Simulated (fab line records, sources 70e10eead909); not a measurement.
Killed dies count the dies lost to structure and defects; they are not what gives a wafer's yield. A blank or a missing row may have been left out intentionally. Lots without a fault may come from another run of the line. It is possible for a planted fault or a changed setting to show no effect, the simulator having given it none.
3 desks looking at one fault | flow nand-harc | every desk sees just its own numbers, and what lay behind them comes last

== THE DEFECT DESK ==
Lot by lot, what the route's inspections counted, given as the mean of those sampled wafers with a number. A lot is out of limits, marked OUT, if its mean lies more than 4 standard deviations from the usual mean; the brackets give that distance.
Columns: A = raw-defect-count at NHARC_A_M1_INSPECT_11, usual 92
lot  | first seen here | A
L998 | day 24 02:58    | 116
L999 | day 24 05:25    | 158
L103 | day 26 09:32    | 185
L114 | day 31 03:29    | 152
L118 | day 31 22:23    | 43
This desk's finding: nothing out of limits on any of the 5 lots.

== FOR THE TOOL OWNER'S DESK: pvd-sputter-03 ==
Per lot that ran on this tool, the mean of the sampled wafers carrying a number, from the tool's own readings at NHARC_A_M1_PRE_CLEAN_30 (time 30 s). A lot is out of limits, marked OUT, if its mean lies more than 4 standard deviations from the usual mean; the brackets give that distance.
Columns: A = heater-power-w at NHARC_A_M1_PRE_CLEAN_30, usual 427 W
lot  | first seen here | A
L998 | day 24 04:09    | 394
L103 | day 26 10:40    | 452
L114 | day 31 04:38    | 392
This desk's finding: nothing out of limits on any of the 3 lots.

== AT THE METROLOGY DESK ==
Lot by lot, what the gauges showed, no matter which tool ran the lot: averages of those sampled wafers that carry a number. A lot is out of limits, marked OUT, if its mean lies more than 4 standard deviations from the usual mean; the brackets give that distance. 7 of its 9 readings are shown, namely those furthest out on some lot.
Columns: A = overlay-x-nm at NHARC_A_M1_OVL_MEAS_10, usual 0.0 nm; B = overlay-y-nm at NHARC_A_M1_OVL_MEAS_10, usual 0.0 nm; C = cd-nm at NHARC_A_M1_CD_MEAS_16, usual 119.4 nm; D = thk-nm at NHARC_A_M1_THK_MEAS_24, usual 154.6 nm; E = cd-nm at NHARC_A_BONDPAD_CD_MEAS_09, usual 499.8 nm; F = overlay-x-nm at NHARC_A_BONDPAD_OVL_MEAS_35, usual -2 nm; G = overlay-y-nm at NHARC_A_BONDPAD_OVL_MEAS_35, usual 0 nm
lot  | first seen here | A    | B    | C     | D     | E     | F   | G
L998 | day 24 02:50    | 0.1  | -0.5 | 119.1 | 155.8 | 500.4 | -5  | -13
L999 | day 24 05:17    | -0.5 | 0.8  | 120.7 | 152.9 | 498.7 | 8   | 2
L103 | day 26 09:25    | 0.7  | 0.5  | 118.3 | 154.1 | 499.4 | 4   | 0
L114 | day 31 03:22    | -0.1 | 1.0  | 119.2 | 155.7 | 502.5 | -11 | -4
L118 | day 31 22:16    | 1.6  | -0.5 | 120.3 | 156.8 | 501.1 | -3  | -3
This desk's finding: nothing out of limits on any of the 5 lots.

== ALL TOGETHER ==
The defect desk saw nothing out of limits.
The tool owner's desk saw nothing out of limits.
Nothing out of limits was seen by the metrology desk.

== WHAT THE SIMULATOR HAD INSERTED ==
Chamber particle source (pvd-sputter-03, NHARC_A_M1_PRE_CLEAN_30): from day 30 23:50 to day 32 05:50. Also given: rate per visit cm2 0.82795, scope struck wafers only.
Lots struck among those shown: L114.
